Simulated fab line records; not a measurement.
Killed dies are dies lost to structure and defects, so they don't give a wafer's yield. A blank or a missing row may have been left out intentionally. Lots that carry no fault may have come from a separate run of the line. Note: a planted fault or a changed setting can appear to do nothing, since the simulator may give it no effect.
fab line records	flow nand_harc
record: lots: 6	wafers: 18	last_day: 32
route steps=1302 shown P_CONTACT@249 P_M0@253 END@1302
lots with no fault: from the same line, run without faults
start_h: hours from the record's first day to the start of the lot's first wafer shown	wait_h: hours from the lot's prior step to this one	" the same as in the row above	L1.1+2: a row that stands for several wafers	- no value, or no start was given	* or withheld: withheld	< > ~ a bound
route shown NAME@n: names a module that has steps shown in the file, with the first one's number in the route	usual: average and standard deviation across the fault-free wafers	same: alike in all rows	chamber/n: place in a boat	sites: the reading at each site	_std_site: standard deviation of those values	_edge_site: outer sites' mean less inner sites'	radius_mm: for every site, how far away it sits from the centre of the wafer	mask NAME#n: copy n	behind: tool/chamber where the wafer was last shaped	hold: why the lot went on hold/how many hours it stayed there/how the hold came to an end	device: transistor that didn't switch, given as n, p or np	end of line: tests of these same wafers at the route's end	for a step that has no rows: nothing shown but its recipe	killed: count of dies lost to structure and defects at first sort (not the wafer's yield)	map: a wafer's dies, x killed, . not, _ none there
set.NAME: the run value of the setting; set.NAME@STEP: its run value at that earlier step	model.NAME: the simulator's own value behind a step, which no gauge read
lots at some steps of the route; a table a step, a row a wafer
services: the hour from which a tool's chamber was out of use, counted from the record's first day as start_h (under 0 if before that day), plus the number of hours and why
== steps ==
step: NHARC_P_CONTACT_CMP_24
recipe: t_overpolish_s: 30	target_thk_nm: 200
usual: edge_zone_pressure_frac: 1.000/0.0045	motor_current_A: 12.2/1.6	overpolish_run_s: 30.001/0.0079	slurry_filter_dp_kPa: 13.48/0.15	time_to_endpoint_s: 39/3.3
lot.wafer	tool	chamber	start_h	wait_h	edge_zone_pressure_frac	motor_current_A	overpolish_run_s	slurry_filter_dp_kPa	time_to_endpoint_s
L896.4	cmp-04	1	129.39	0.4	1.002	12.9	30.001	13.28	36
L896.1	"	2	"	"	1.004	11.6	29.999	13.43	42
L896.3	"	3	"	"	1.005	11.3	29.996	13.43	36
L897.2	cmp-03	0	137.53	0.6	0.993	13.6	30.011	13.29	35
L897.6	"	3	"	"	1.000	10.8	29.996	13.49	34
L897.5	"	0	"	"	0.993	13.2	30.004	13.31	36
L909.2	cmp-03	3	269.40	0.5	1.005	11.1	30.013	13.55	36
L909.5	"	1	"	"	1.003	16.6	30.005	13.57	39
L909.6	"	2	"	"	0.989	11.8	30.000	13.41	39
L908.1	cmp-03	1	270.58	0.6	0.996	15.1	29.994	13.37	36
L908.2	"	3	"	"	0.999	10.8	29.988	13.49	39
L908.6	"	2	"	"	0.994	11.4	29.992	13.57	35
L910.1	cmp-04	3	271.96	0.5	1.000	11.0	30.002	13.51	37
L910.3	"	0	"	"	1.006	14.2	29.995	13.72	43
L910.2	"	1	"	"	0.992	12.9	30.008	13.48	37
L915.2	cmp-01	3	326.39	0.5	1.004	11.0	30.002	13.47	43
L915.1	"	0	"	"	0.999	9.6	29.997	13.65	37
L915.3	"	2	"	"	1.007	10.0	30.002	13.35	42
step: NHARC_P_CONTACT_SRD_26
step: NHARC_P_CONTACT_INSPECT_27
usual: raw_defect_count: 305/130
lot.wafer	tool	chamber	start_h	wait_h	raw_defect_count
L896.1	defect_inspect-01	-	129.76	0.1	415
L896.3	"	-	"	"	320
L896.4	"	-	"	"	490
L897.2	defect_inspect-02	-	137.91	0.1	352
L897.5	"	-	"	"	661
L897.6	"	-	"	"	312
L909.2	defect_inspect-01	-	269.75	0.1	403
L909.5	"	-	"	"	234
L909.6	"	-	"	"	393
L908.1	defect_inspect-02	-	270.99	0.1	318
L908.2	"	-	"	"	290
L908.6	"	-	"	"	602
L910.1	defect_inspect-01	-	272.34	0.1	480
L910.2	"	-	"	"	244
L910.3	"	-	"	"	552
L915.1	defect_inspect-01	-	326.79	0.1	281
L915.2	"	-	"	"	306
L915.3	"	-	"	"	352
step: NHARC_P_M0_DEP_00
recipe: target_thk_a: 1500	target_thk_nm: 150	temp_c: withheld	pressure_torr: 5	flow_sccm: 200	rf_w: 600	material: SiOC
step: NHARC_P_M0_DEHYDRATE_01
recipe: temp_c: 150	time_s: 120
step: NHARC_P_M0_HMDS_02
recipe: time_s: 30
step: NHARC_P_M0_COAT_33
recipe: temp_c: 200	time_s: 65
step: NHARC_P_M0_COAT_03
recipe: spin_rpm: 1500	resist_thk_nm: 90
step: NHARC_P_M0_SOFTBAKE_04
recipe: temp_c: 105	time_s: 55
step: NHARC_P_M0_EBR_05
step: NHARC_P_M0_EXPOSE_06
recipe: na: 1.35	target_cd_nm: 90	dose_mj: 81.28	mask_id: P_M0
step: NHARC_P_M0_PEB_07
recipe: peb_temp_c: 100	peb_time_s: 65
usual: heater_power_total_W: 156.6/0.44	plate_temp_C: 99.99/0.13
same: peb_time_s: 65
lot.wafer	tool	chamber	start_h	wait_h	heater_power_total_W	plate_temp_C
L896.1	litho_track-04	0	130.58	0.1	157.2	99.94
L896.3	"	0	"	"	157.1	100.16
L896.4	"	0	"	"	156.6	99.98
L897.2	litho_track-01	0	138.61	0.1	156.7	99.83
L897.5	"	0	"	"	156.1	99.73
L897.6	"	0	"	"	156.3	100.01
L909.2	litho_track-01	0	270.45	0.1	152.8	98.09
L909.5	"	0	"	"	153.2	98.16
L909.6	"	0	"	"	152.6	98.15
L908.1	litho_track-01	0	271.68	0.1	152.3	98.08
L908.2	"	0	"	"	153.1	98.10
L908.6	"	0	"	"	152.4	98.07
L910.1	litho_track-04	0	273.18	0.1	156.2	99.80
L910.2	"	0	"	"	156.4	99.96
L910.3	"	0	"	"	156.3	99.94
L915.1	litho_track-06	0	327.61	0.1	157.1	100.06
L915.2	"	0	"	"	157.0	100.10
L915.3	"	0	"	"	157.1	99.84
step: NHARC_P_M0_DEVELOP_08
recipe: develop_time_s: 35	dev_temp_c: 23
step: NHARC_P_M0_CD_MEAS_09
recipe: target_cd_nm: 90	landing_energy_ev: 500
usual: cd_nm: 90.1/0.76
lot.wafer	tool	chamber	start_h	wait_h	cd_nm
L896.1	cd_sem-01	0	130.66	-	91.8
L896.3	"	0	"	"	91.3
L896.4	"	0	"	"	90.3
L897.2	cd_sem-03	0	138.69	-	90.8
L897.5	"	0	"	"	91.6
L897.6	"	0	"	"	91.4
L909.2	cd_sem-03	0	270.53	-	82.9
L909.5	"	0	"	"	82.5
L909.6	"	0	"	"	82.7
L908.1	cd_sem-01	0	271.76	-	83.5
L908.2	"	0	"	"	84.8
L908.6	"	0	"	"	84.5
L910.1	cd_sem-02	0	273.26	-	88.9
L910.2	"	0	"	"	91.0
L910.3	"	0	"	"	89.8
L915.1	cd_sem-03	0	327.69	-	90.0
L915.2	"	0	"	"	90.0
L915.3	"	0	"	"	89.3
step: NHARC_P_M0_OVL_MEAS_10
recipe: pitch_nm: 180
usual: overlay_x_nm: 0.1/1.1	overlay_y_nm: -0.5/0.86
lot.wafer	tool	chamber	start_h	wait_h	overlay_x_nm	overlay_y_nm
L896.1	overlay-01	-	130.75	-	0.2	0.4
L896.3	"	-	"	"	1.0	0.1
L896.4	"	-	"	"	0.4	0.4
L897.2	overlay-02	-	138.78	-	1.1	-1.1
L897.5	"	-	"	"	0.9	-1.1
L897.6	"	-	"	"	0.9	-1.1
L909.2	overlay-02	-	270.62	-	-0.5	-1.3
L909.5	"	-	"	"	-0.3	-1.1
L909.6	"	-	"	"	-0.3	-0.5
L908.1	overlay-01	-	271.85	-	-0.1	-0.3
L908.2	"	-	"	"	0.3	0.3
L908.6	"	-	"	"	0.5	-0.9
L910.1	overlay-01	-	273.35	-	1.5	-0.8
L910.2	"	-	"	"	1.2	-0.4
L910.3	"	-	"	"	1.6	-0.8
L915.1	overlay-01	-	327.78	-	0.6	0.2
L915.2	"	-	"	"	0.8	0.5
L915.3	"	-	"	"	0.8	-0.5
step: NHARC_P_M0_INSPECT_11
usual: raw_defect_count: 4/3.1
lot.wafer	tool	chamber	start_h	wait_h	raw_defect_count
L896.1	defect_inspect-01	-	130.78	0.0	8
L896.3	"	-	"	"	1
L896.4	"	-	"	"	4
L897.2	defect_inspect-02	-	138.81	0.0	4
L897.5	"	-	"	"	2
L897.6	"	-	"	"	5
L909.2	defect_inspect-02	-	270.65	0.0	16
L909.5	"	-	"	"	16
L909.6	"	-	"	"	13
L908.1	defect_inspect-02	-	271.89	0.0	6
L908.2	"	-	"	"	8
L908.6	"	-	"	"	9
L910.1	defect_inspect-01	-	273.39	0.0	4
L910.2	"	-	"	"	6
L910.3	"	-	"	"	6
L915.1	defect_inspect-02	-	327.82	0.0	1
L915.2	"	-	"	"	3
L915.3	"	-	"	"	1
step: NHARC_P_M0_DESCUM_14
recipe: time_s: 3	o2_flow_sccm: 200	ar_flow_sccm: 0	bias_power_w: 0	chemistry: O2
usual: drypump_motor_current_A: 5.8/0.46	oes_product_au: 0.996/0.014	rf_vpp_V: 57.7/0.95	showerhead_plenum_p_Torr: 1.88/0.058	throttle_valve_pct: 11.311/0.009
lot.wafer	tool	chamber	start_h	wait_h	drypump_motor_current_A	oes_product_au	rf_hours_counter_h	rf_vpp_V	showerhead_plenum_p_Torr	throttle_valve_pct	model.P_M0.cd_nm
L896.1	rie_diel-13	1	130.85	0.1	6.1	0.993	47	57.1	1.85	11.302	92.75
L896.3	"	2	"	"	5.7	0.986	44	58.8	1.79	11.296	91.65
L896.4	"	0	"	"	4.7	1.014	40	58.0	2.01	11.314	90.16
L897.2	rie_diel-07	2	138.87	0.1	6.0	0.984	2	57.3	1.92	11.310	90.19
L897.5	"	2	"	"	5.9	0.973	-	57.7	1.92	11.302	91.29
L897.6	"	3	"	"	6.1	0.977	-	56.5	1.80	11.319	91.67
L909.2	rie_diel-07	0	271.39	0.7	6.6	1.001	31	58.7	1.84	11.320	83.31
L909.5	"	1	"	"	5.5	1.009	-	57.4	1.91	11.335	81.96
L909.6	"	2	"	"	5.9	0.995	-	57.7	1.92	11.318	82.48
L908.2	rie_diel-07	3	272.03	0.1	6.1	0.987	29	57.4	1.80	11.313	85.49
L908.1	"	0	"	"	6.6	1.000	31	57.2	1.84	11.311	84.43
L908.6	"	2	"	"	5.9	0.999	-	59.5	1.92	11.307	84.43
L910.1	rie_diel-07	2	273.45	0.1	5.9	0.972	22	56.0	1.92	11.320	88.81
L910.3	"	3	"	"	6.1	0.985	29	57.0	1.79	11.312	90.94
L910.2	"	1	"	"	5.6	0.997	29	58.1	1.91	11.327	90.97
L915.3	rie_diel-07	2	327.92	0.1	5.9	0.977	4	58.0	1.91	11.307	89.82
L915.1	"	3	"	"	6.1	0.981	4	57.3	1.79	11.312	89.38
L915.2	"	0	"	"	6.6	0.984	5	58.5	1.84	11.318	91.05
step: NHARC_P_M0_ETCH_34
recipe: target_depth_a: 400	overetch_a: 120	time_s: 43.94	ion_energy_ev: 200	n2_flow_sccm: 150	h2_flow_sccm: 150	ar_flow_sccm: 0	rf_w: 400	bias_w: 150	chemistry: N2/H2
usual: drypump_motor_current_A: 5.9/0.46	oes_product_au: 0.997/0.014	rf_vpp_V: 429.5/1.9	showerhead_plenum_p_Torr: 2.00/0.063	throttle_valve_pct: 14.173/0.0084
lot.wafer	tool	chamber	start_h	wait_h	drypump_motor_current_A	oes_product_au	rf_hours_counter_h	rf_vpp_V	showerhead_plenum_p_Torr	throttle_valve_pct
L896.3	rie_diel-13	0	130.94	0.1	4.7	1.020	40	432.3	2.15	14.173
L896.1	"	1	"	"	6.2	0.999	47	428.8	1.97	14.172
L896.4	"	2	"	"	5.7	0.986	44	425.4	1.91	14.159
L897.2	rie_diel-07	2	138.96	0.1	6.0	0.988	2	431.5	2.05	14.167
L897.5	"	2	"	"	6.0	0.986	-	430.6	2.05	14.179
L897.6	"	3	"	"	6.1	0.984	-	427.3	1.92	14.163
L909.2	rie_diel-07	3	271.59	0.2	6.1	1.003	29	426.9	1.91	14.162
L909.5	"	1	"	"	5.5	1.011	-	431.3	2.04	14.173
L909.6	"	2	"	"	5.9	0.994	-	431.3	2.04	14.175
L908.2	rie_diel-07	0	272.10	0.1	6.6	0.980	31	429.1	1.96	14.173
L908.1	"	2	"	"	5.9	0.982	22	429.0	2.04	14.165
L908.6	"	0	"	"	6.5	0.989	-	429.2	1.96	14.183
L910.2	rie_diel-07	3	273.53	0.1	6.1	1.004	29	426.4	1.91	14.161
L910.3	"	1	"	"	5.5	1.002	29	429.5	2.04	14.165
L910.1	"	2	"	"	5.9	0.982	22	429.7	2.04	14.191
L915.1	rie_diel-07	0	328.00	0.1	6.6	0.988	5	428.7	1.96	14.164
L915.2	"	1	"	"	5.5	1.008	5	430.1	2.04	14.193
L915.3	"	2	"	"	6.0	0.977	4	429.0	2.04	14.182
step: NHARC_P_M0_ETCH_15
recipe: target_depth_a: 1500	overetch_a: 150	time_s: 82.5	c4f8_flow_sccm: withheld	ar_flow_sccm: 400	rf_w: 600	bias_w: 300	chemistry: C4F8/Ar
usual: oes_product_au: 0.954/0.021	rf_vpp_V: 439.9/1.9
lot.wafer	tool	chamber	start_h	wait_h	oes_product_au	rf_hours_counter_h	rf_vpp_V	model.P_M0.cd_nm
L896.1	rie_diel-13	0	-	-	0.936	40	443.7	92.38
L896.3	"	1	"	"	0.919	47	438.1	91.51
L896.4	"	2	"	"	0.911	44	436.8	90.54
L897.2	rie_diel-07	1	-	-	0.980	4	441.1	89.67
L897.5	"	1	"	"	0.980	-	439.9	90.66
L897.6	"	2	"	"	0.939	-	440.9	91.84
L909.2	rie_diel-07	1	-	-	0.965	29	440.6	82.83
L909.6	"	0	"	"	0.971	-	437.7	81.56
L909.5	"	1	"	"	0.958	-	439.8	81.58
L908.1	rie_diel-07	3	-	-	0.972	29	439.4	83.8
L908.2	"	0	"	"	0.991	31	439.5	85.07
L908.6	"	0	"	"	0.987	-	438.9	83.83
L910.1	rie_diel-07	2	-	-	0.913	22	442.3	88.28
L910.2	"	3	"	"	0.921	29	436.1	90.57
L910.3	"	0	"	"	0.930	31	437.8	90.62
L915.2	rie_diel-07	0	-	-	0.938	5	439.1	91.22
L915.3	"	1	"	"	0.935	5	441.0	89.88
L915.1	"	3	"	"	0.940	4	436.2	88.9
step: NHARC_P_M0_CD_MEAS_16
usual: cd_nm: 90.0/1
lot.wafer	tool	chamber	start_h	wait_h	cd_nm
L896.1	cd_sem-02	-	131.14	-	92.3
L896.3	"	-	"	"	91.2
L896.4	"	-	"	"	90.4
L897.2	cd_sem-02	-	139.17	-	89.5
L897.5	"	-	"	"	90.8
L897.6	"	-	"	"	91.7
L909.2	cd_sem-02	-	271.79	-	82.8
L909.5	"	-	"	"	81.5
L909.6	"	-	"	"	81.2
L908.1	cd_sem-02	-	272.32	-	84.0
L908.2	"	-	"	"	85.3
L908.6	"	-	"	"	83.7
L910.1	cd_sem-03	-	273.74	-	88.6
L910.2	"	-	"	"	90.6
L910.3	"	-	"	"	90.9
L915.1	cd_sem-03	-	328.21	-	88.7
L915.2	"	-	"	"	91.4
L915.3	"	-	"	"	90.1
step: NHARC_END_SORT_01
recipe: temp_c: 25
usual: defect_limited_yield: 91/3	killed_at_array: 59/21	killed_at_other: 0.8/1.1	killed_at_periphery: 4.1/2.8	killed_dies: 64/20	killed_open: 3.1/1.7	killed_short: 2.4/1.6
same: gross_dies: 677
lot.wafer	tool	chamber	start_h	wait_h	defect_limited_yield[%]	killed_at_array	killed_at_other	killed_at_periphery	killed_dies	killed_open	killed_short
L909.2	prober-01	0	716.76	2.9	87	73	0	16	89	4	2
L909.5	prober-01	0	719.19	3.7	88	72	0	11	83	1	1
L909.6	prober-01	0	720.00	4.0	88	64	0	14	78	1	2
killed by level:class
L909.2 A_CHANNEL_HOLE_D2:chamber_film_flake=28 A_CHANNEL_HOLE_D1:chamber_film_flake=21 A_CONTACT:chamber_film_flake=9 P_CONTACT:chamber_film_flake=7 P_GATE:chamber_film_flake=6 A_STAIRCASE:chamber_film_flake=4 A_DECK1_JOINT:chamber_film_flake=3 A_SLIT:chamber_film_flake=2
L909.5 A_CHANNEL_HOLE_D1:chamber_film_flake=30 A_CHANNEL_HOLE_D2:chamber_film_flake=23 P_CONTACT:chamber_film_flake=6 A_CONTACT:chamber_film_flake=6 A_STAIRCASE:chamber_film_flake=5 P_GATE:chamber_film_flake=3 A_DECK1_JOINT:chamber_film_flake=3 A_SLIT:chamber_film_flake=2
L909.6 A_CHANNEL_HOLE_D1:chamber_film_flake=28 A_CHANNEL_HOLE_D2:chamber_film_flake=21 P_CONTACT:chamber_film_flake=7 A_CONTACT:chamber_film_flake=5 P_GATE:chamber_film_flake=4 A_ZERO_WELL:chamber_film_flake=3 A_SLIT:chamber_film_flake=3 A_DECK1_JOINT:chamber_film_flake=3
== services ==
tool	chamber	start_h	hours	kind
rie_diel-13	3	106.02	23.5	repair
rie_diel-07	0	109.42	5.6	repair
cmp-04	-	111.00	4.0	pm
rie_diel-07	-	117.20	9.0	pm
cmp-03	-	120.65	0.5	repair
rie_diel-07	2	128.31	4.4	repair
rie_diel-07	2	141.95	7.5	repair
litho_track-01	-	155.00	7.0	pm
rie_diel-13	3	157.57	14.4	repair
cmp-03	-	162.00	4.0	pm
rie_diel-13	-	165.81	9.0	pm
cmp-04	-	184.92	1.4	repair
rie_diel-13	-	193.10	2.0	repair
litho_track-04	-	203.00	7.0	pm
cmp-04	-	204.59	2.1	repair
rie_diel-07	2	207.97	4.9	repair
cmp-04	-	209.00	4.0	pm
rie_diel-13	1	219.09	2.7	repair
rie_diel-13	2	232.47	8.2	repair
rie_diel-13	3	248.59	4.6	repair
cmp-03	-	260.00	4.0	pm
rie_diel-07	1	286.07	9.1	repair
cmp-04	-	287.82	2.2	repair
rie_diel-07	-	294.20	9.0	pm
== key ==
first_sign: step: NHARC_P_M0_PEB_07	reading: plate_temp_C	direction: down	sigmas: 14	usual: *	struck: *
effect: step: NHARC_P_M0_PEB_07	reading: heater_power_total_W	direction: down	sigmas: 9	usual: *	struck: *
effect: step: NHARC_P_M0_CD_MEAS_09	reading: cd_nm	direction: down	sigmas: 8.7	usual: 90.1	struck: 83.5	through: control_loop
effect: step: NHARC_P_M0_CD_MEAS_16	reading: cd_nm	direction: down	sigmas: 6.7	usual: 90.0	struck: 83.1	through: control_loop
model_effect: step: NHARC_P_M0_DESCUM_14	value: P_M0.cd_nm	without: 90.1	struck: 83.68
model_effect: step: NHARC_P_M0_ETCH_15	value: P_M0.cd_nm	without: 89.53	struck: 83.11
met_at NHARC_P_M0_PEB_07
struck_wafers L908.1,L908.2,L908.6,L909.2,L909.5,L909.6
loop_trim: step: NHARC_P_M0_EXPOSE_06	setting: dose	lots: L908
onset_between 138.61 270.45
fault: kind: process_parameter_drift	tool: litho_track-01	chamber: -	onset_h: 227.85	steps: NHARC_P_M0_PEB_07	channel: peb_temp_c	offset: *	shape: step	end_h: 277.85	acts_in: *	stated: *
loop_trim: a control loop set the setting to another value than it would have without faults
